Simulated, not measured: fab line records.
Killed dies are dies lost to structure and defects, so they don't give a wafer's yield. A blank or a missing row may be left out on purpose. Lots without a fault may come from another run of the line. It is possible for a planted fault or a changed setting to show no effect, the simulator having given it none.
fab line records	flow nandHarc
record: lots: 6	wafers: 17	lastDay: 33
route steps=1302 shown A_BLC@1110
lots that met no fault: taken from a fault-free run of the same line
startH: start of the lot's first displayed wafer, in hours after the record's first day	waitH: how many hours have passed since the lot's step before this one	" repeats the value in the row above	L1.1+2: several wafers, shown together as one row	- no value, or no start given	* or withheld: withheld	< > ~ a bound
route shown NAME@n: NAME is a module with steps in the file, n the number in the route of the first one	usual: average and standard deviation across the fault-free wafers	same: alike in all rows	chamber/n: place in a boat	sites: the reading at each site	_std_site: their standard deviation	_edge_site: the outer-site mean with the inner-site mean subtracted	radiusMm: for every site, how far away it sits from the centre of the wafer	mask NAME#n: copy n	behind: tool/chamber where the wafer was last shaped	hold: what put the lot on hold/how long, in hours/how the hold closed	device: which transistor (n, p or np) failed to switch	end of line: the same wafers' tests at the end of the route	a step given without rows: its recipe and nothing more	killed: count of dies lost to structure and defects at first sort (not the wafer's yield)	map: per-die view of a wafer (x killed, . not killed, _ where there is no die)
set.NAME: the setting as run; set.NAME@STEP: as run at that earlier step	model.NAME: the simulator's own value behind a step, which no gauge read
a table for each step, a row for each wafer; lots at some steps of the route
services: the hour from which a tool's chamber was out of use, counted from the record's first day as startH (under 0 if before that day), plus the number of hours and why
== steps ==
step: NHARC_A_BLC_COAT_03
recipe: tempC: 225	timeS: 65
step: NHARC_A_BLC_COAT_04
recipe: spinRpm: 1500	resistThkNm: 90
step: NHARC_A_BLC_SOFTBAKE_05
recipe: tempC: 105	timeS: 55
step: NHARC_A_BLC_EBR_06
step: NHARC_A_BLC_EXPOSE_07
recipe: na: 1.35	targetCdNm: 100	doseMj: 67.97	maskId: A_BLC
step: NHARC_A_BLC_PEB_08
recipe: pebTempC: 100	pebTimeS: 65
step: NHARC_A_BLC_DEVELOP_09
recipe: developTimeS: 35	devTempC: 23
step: NHARC_A_BLC_CD_MEAS_10
recipe: targetCdNm: 100	landingEnergyEv: 500
usual: cdNm: 100.0/0.64
same: landingEnergyEv: 500
lot.wafer	tool	chamber	startH	waitH	cdNm
L707.1	cdSem-02	0	526.06	-	99.2
L707.5	"	0	"	"	100.3
L707.6	"	0	"	"	100.4
L708.3	cdSem-03	0	528.12	-	99.3
L708.5	"	0	"	"	99.9
L708.6	"	0	"	"	99.1
L717.5	cdSem-03	0	612.35	-	99.9
L717.6	"	0	"	"	100.4
L720.2	cdSem-01	0	658.60	-	99.7
L720.4	"	0	"	"	100.1
L720.5	"	0	"	"	100.5
L725.1	cdSem-02	0	694.45	-	101.0
L725.3	"	0	"	"	100.3
L725.5	"	0	"	"	100.0
L729.3	cdSem-02	0	747.35	-	99.8
L729.4	"	0	"	"	99.7
L729.6	"	0	"	"	100.1
step: NHARC_A_BLC_OVL_MEAS_11
usual: overlayXNm: 0.0/0.78	overlayYNm: -0.2/1
lot.wafer	tool	chamber	startH	waitH	overlayXNm	overlayYNm
L707.1	overlay-01	-	526.14	-	0.4	-0.7
L707.5	"	-	"	"	0.6	-0.9
L707.6	"	-	"	"	0.2	-1.1
L708.3	overlay-02	-	528.20	-	0.6	-2.0
L708.5	"	-	"	"	0.5	-2.3
L708.6	"	-	"	"	0.2	-2.2
L717.5	overlay-01	-	612.43	-	0.6	1.3
L717.6	"	-	"	"	0.8	0.9
L720.2	overlay-02	-	658.69	-	0.1	1.4
L720.4	"	-	"	"	0.4	1.8
L720.5	"	-	"	"	0.1	1.5
L725.1	overlay-02	-	694.54	-	0.3	0.5
L725.3	"	-	"	"	0.3	0.9
L725.5	"	-	"	"	0.5	0.1
L729.3	overlay-01	-	747.44	-	-2.4	0.6
L729.4	"	-	"	"	-1.8	0.5
L729.6	"	-	"	"	-1.8	0.4
step: NHARC_A_BLC_INSPECT_12
usual: rawDefectCount: 84/36
lot.wafer	tool	chamber	startH	waitH	rawDefectCount
L707.1	defectInspect-02	-	526.18	0.0	45
L707.5	"	-	"	"	55
L707.6	"	-	"	"	60
L708.3	defectInspect-01	-	528.24	0.0	94
L708.5	"	-	"	"	103
L708.6	"	-	"	"	92
L717.5	defectInspect-02	-	612.47	0.0	74
L717.6	"	-	"	"	79
L720.2	defectInspect-02	-	658.72	0.0	159
L720.4	"	-	"	"	163
L720.5	"	-	"	"	161
L725.1	defectInspect-02	-	694.58	0.0	93
L725.3	"	-	"	"	84
L725.5	"	-	"	"	64
L729.3	defectInspect-01	-	747.47	0.0	76
L729.4	"	-	"	"	68
L729.6	"	-	"	"	88
step: NHARC_A_BLC_DESCUM_15
recipe: timeS: 3	o2FlowSccm: 200	arFlowSccm: 0	biasPowerW: 0	chemistry: O2
usual: chamberPressureMTorr: 60.00/0.058	drypumpMotorCurrentA: 5.9/0.48	oesProductAu: 0.999/0.013	rfVppV: 57.7/0.83	showerheadPlenumPTorr: 1.88/0.065	throttleValvePct: 11.311/0.0081
lot.wafer	tool	chamber	startH	waitH	chamberPressureMTorr	drypumpMotorCurrentA	oesProductAu	rfHoursCounterH	rfVppV	showerheadPlenumPTorr	throttleValvePct
L707.1	rieDiel-01	1	526.24	0.1	60.00	5.6	1.012	10	58.5	2.04	11.310
L707.6	"	1	"	"	60.03	5.6	1.013	-	58.5	2.04	11.317
L707.5	"	2	"	"	60.00	6.3	1.005	-	57.8	1.99	11.316
L708.3	rieDiel-12	3	528.32	0.1	60.02	6.6	0.991	5	58.3	1.90	11.303
L708.5	"	1	"	"	59.99	5.2	1.019	-	57.0	1.80	11.310
L708.6	"	2	"	"	59.96	5.7	1.010	-	56.5	1.88	11.305
L717.5	rieDiel-12	3	612.56	0.1	60.02	6.6	0.985	-	58.3	1.90	11.301
L717.6	"	0	"	"	59.96	5.7	1.002	-	57.4	1.86	11.312
L720.2	rieDiel-12	1	658.78	0.1	60.10	5.2	1.028	2	57.2	1.80	11.313
L720.4	"	2	"	"	60.05	5.7	0.987	3	57.1	1.88	11.295
L720.5	"	2	"	"	60.04	5.7	0.983	-	57.7	1.88	11.314
L725.3	rieDiel-01	2	694.64	0.1	59.97	6.3	1.015	13	60.0	1.98	11.313
L725.1	"	1	"	"	59.96	5.7	1.013	13	57.1	2.04	11.314
L725.5	"	2	"	"	60.02	6.3	1.014	-	58.0	1.98	11.310
L729.4	rieDiel-12	2	747.54	0.1	59.86	5.7	0.984	9	57.0	1.88	11.321
L729.3	"	0	"	"	59.95	5.7	0.972	8	58.8	1.85	11.302
L729.6	"	1	"	"	59.97	5.2	1.013	-	57.6	1.80	11.314
step: NHARC_A_BLC_ETCH_16
recipe: targetDepthA: 390	overEtchFrac: 0.3	timeS: 65	ionEnergyEv: 80	cf4FlowSccm: 150	arFlowSccm: 0	rfW: 300	biasW: 100	chemistry: CF4
usual: chamberPressureMTorr: 50.00/0.044	drypumpMotorCurrentA: 5.8/0.49	oesProductAu: 0.999/0.014	rfVppV: 151.0/1.1	runLengthS: 86.2/0.47	showerheadPlenumPTorr: 1.74/0.057	throttleValvePct: 13.285/0.0092
lot.wafer	tool	chamber	startH	waitH	chamberPressureMTorr	drypumpMotorCurrentA	oesProductAu	rfHoursCounterH	rfVppV	runLengthS	showerheadPlenumPTorr	throttleValvePct
L707.1	rieDiel-01	1	526.33	0.1	50.04	5.7	1.009	10	153.2	85.9	1.88	13.296
L707.6	"	0	"	"	50.00	5.9	1.006	-	150.6	86.3	1.69	13.287
L707.5	"	1	"	"	49.99	5.7	1.009	-	151.9	86.1	1.88	13.282
L708.3	rieDiel-12	3	528.39	0.1	50.07	6.6	0.994	5	150.5	86.6	1.76	13.286
L708.5	"	3	"	"	50.00	6.6	0.986	-	151.2	86.5	1.76	13.280
L708.6	"	0	"	"	50.00	5.7	1.001	-	150.7	85.2	1.72	13.290
L717.5	rieDiel-12	0	612.64	0.1	50.06	5.7	1.001	-	149.1	85.4	1.72	13.271
L717.6	"	1	"	"	50.10	5.2	1.001	-	151.1	86.7	1.67	13.305
L720.4	rieDiel-12	2	658.87	0.1	50.01	5.7	0.984	3	152.0	86.1	1.74	13.286
L720.2	"	3	"	"	50.00	6.6	1.002	2	152.7	86.4	1.76	13.278
L720.5	"	2	"	"	50.06	5.7	0.991	-	150.2	86.0	1.74	13.293
L725.1	rieDiel-01	2	694.74	0.1	50.05	6.3	1.012	13	152.7	85.6	1.83	13.281
L725.3	"	3	"	"	50.01	6.1	1.003	12	152.5	86.6	1.79	13.300
L725.5	"	1	"	"	50.02	5.7	1.014	-	153.0	86.4	1.87	13.276
L729.3	rieDiel-12	3	747.62	0.1	49.98	6.6	1.000	8	151.9	86.5	1.75	13.276
L729.4	"	0	"	"	50.01	5.7	0.980	8	149.7	85.3	1.72	13.288
L729.6	"	0	"	"	49.99	5.7	0.978	-	151.3	85.2	1.72	13.290
step: NHARC_A_BLC_ETCH_17
recipe: targetDepthA: 3900	overEtchFrac: 0.25	timeS: 609.38	ionEnergyEv: 200	n2FlowSccm: 150	h2FlowSccm: 150	arFlowSccm: 0	rfW: 400	biasW: 150	chemistry: N2/H2
usual: chamberPressureMTorr: 30.002/0.028	drypumpMotorCurrentA: 5.9/0.49	oesProductAu: 1.000/0.012	rfVppV: 429.9/2.2	runLengthS: 630.5/0.49	showerheadPlenumPTorr: 2.01/0.076	throttleValvePct: 14.172/0.0089
lot.wafer	tool	chamber	startH	waitH	chamberPressureMTorr	drypumpMotorCurrentA	oesProductAu	rfHoursCounterH	rfVppV	runLengthS	showerheadPlenumPTorr	throttleValvePct
L707.1	rieDiel-01	2	526.51	-	30.010	6.3	1.000	11	433.8	630.0	2.12	14.171
L707.5	"	0	"	"	30.070	5.8	1.006	-	427.5	631.0	1.94	14.177
L707.6	"	1	"	"	30.005	5.7	1.011	-	434.5	630.4	2.18	14.178
L708.3	rieDiel-12	1	528.57	-	30.026	5.2	1.019	4	426.5	631.2	1.92	14.174
L708.5	"	3	"	"	29.969	6.6	1.000	-	429.4	630.9	2.03	14.175
L708.6	"	0	"	"	30.022	5.7	1.012	-	430.4	629.6	1.98	14.176
L717.5	rieDiel-12	2	612.88	-	29.998	5.7	1.003	-	428.4	505.5	2.00	14.171
L717.6	"	3	"	"	30.044	6.6	0.997	-	432.2	505.5	2.02	14.167
L720.4	rieDiel-12	0	659.00	-	29.960	5.7	0.986	2	428.4	629.8	1.98	14.163
L720.2	"	1	"	"	29.990	5.2	1.013	2	427.4	631.1	1.91	14.181
L720.5	"	0	"	"	30.022	5.7	0.980	-	427.1	504.1	1.98	14.167
L725.3	rieDiel-01	2	694.86	-	30.010	6.3	1.018	13	434.6	630.1	2.12	14.177
L725.1	"	3	"	"	30.034	6.1	1.018	12	430.6	630.2	2.07	14.169
L725.5	"	1	"	"	30.046	5.7	1.013	-	433.7	630.5	2.18	14.176
L729.4	rieDiel-12	3	747.75	-	29.950	6.6	1.002	8	430.2	631.3	2.02	14.168
L729.3	"	1	"	"	30.027	5.2	1.019	8	427.3	630.7	1.91	14.167
L729.6	"	3	"	"	29.990	6.6	1.005	-	431.1	630.8	2.02	14.165
step: NHARC_A_BLC_ETCH_18
recipe: targetDepthA: 9100	c4f8FlowSccm: 20	o2FlowSccm: 10	arFlowSccm: withheld	rfW: 600	biasW: 1500	chemistry: C4F8/O2/Ar
usual: chamberPressureMTorr: 25.002/0.022	oesProductAu: 0.946/0.024	rfVppV: 976/4.9
lot.wafer	tool	chamber	startH	waitH	chamberPressureMTorr	oesProductAu	rfHoursCounterH	rfVppV
L707.1	rieDiel-01	1	-	-	25.004	0.933	11	986
L707.6	"	1	"	"	24.996	0.934	-	986
L707.5	"	2	"	"	24.980	0.937	-	982
L708.3	rieDiel-12	0	-	-	24.993	0.919	5	974
L708.6	"	0	"	"	24.997	0.927	-	975
L708.5	"	1	"	"	25.011	0.933	-	970
L717.5	rieDiel-12	0	-	-	24.996	0.953	-	974
L717.6	"	1	"	"	25.014	0.978	-	971
L720.2	rieDiel-12	1	-	-	24.989	0.970	2	968
L720.4	"	0	"	"	24.978	0.942	2	974
L720.5	"	2	"	"	24.988	0.946	-	974
L725.3	rieDiel-01	0	-	-	25.028	0.963	12	970
L725.1	"	1	"	"	24.986	0.998	13	989
L725.5	"	3	"	"	24.994	0.976	-	980
L729.3	rieDiel-12	0	-	-	24.986	0.901	8	975
L729.4	"	3	"	"	24.959	0.926	9	978
L729.6	"	0	"	"	24.998	0.912	-	975
== services ==
tool	chamber	startH	hours	kind
rieDiel-12	0	503.43	-	clean
rieDiel-12	1	503.43	-	clean
rieDiel-12	2	503.43	-	clean
rieDiel-12	3	503.43	-	clean
rieDiel-12	2	506.11	3.9	repair
rieDiel-12	-	514.39	0.3	repair
rieDiel-12	0	527.93	-	clean
rieDiel-12	1	527.93	-	clean
rieDiel-12	2	527.93	-	clean
rieDiel-12	3	527.93	-	clean
rieDiel-12	2	535.11	9.0	repair
rieDiel-12	0	552.43	-	clean
rieDiel-12	1	552.43	-	clean
rieDiel-12	2	552.43	-	clean
rieDiel-12	3	552.43	-	clean
rieDiel-01	-	557.80	9.0	pm
rieDiel-12	0	569.32	1.6	repair
rieDiel-12	0	599.53	10.3	repair
rieDiel-01	-	603.45	0.3	repair
rieDiel-01	3	610.41	1.3	repair
rieDiel-12	-	622.43	9.0	pm
rieDiel-12	1	684.35	11.4	repair
rieDiel-01	-	691.65	0.7	repair
rieDiel-01	-	734.80	9.0	pm
== key ==
firstSign: step: NHARC_A_BLC_ETCH_17	reading: runLengthS	direction: down	sigmas: 99+	usual: *	struck: *
effect none on later readings
metAt NHARC_A_BLC_ETCH_17
struckWafers L717.5,L717.6,L720.5
sortLeftOut L717.5,L717.6,L720.5
testerLeftOut L717,L720
onsetBetween 528.57 612.88
fault: kind: processParameterDrift	tool: rieDiel-12	chamber: -	onsetH: 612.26	steps: NHARC_A_BLC_ETCH_17	channel: timeS	offset: *	shape: step	endH: 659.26	scope: struckWafersOnly	actsIn: *	stated: *
testerLeftOut: of these lots the tester's yield and bins aren't shown, on N5 and GAA mostly nor the transistor test; their killed dies are dies lost to structure and defects alone, not to doping, threshold or leakage, so they don't give the yield
sortLeftOut: the simulated sort isn't trusted on such a fault, so these wafers' sort isn't shown, and their yield isn't known
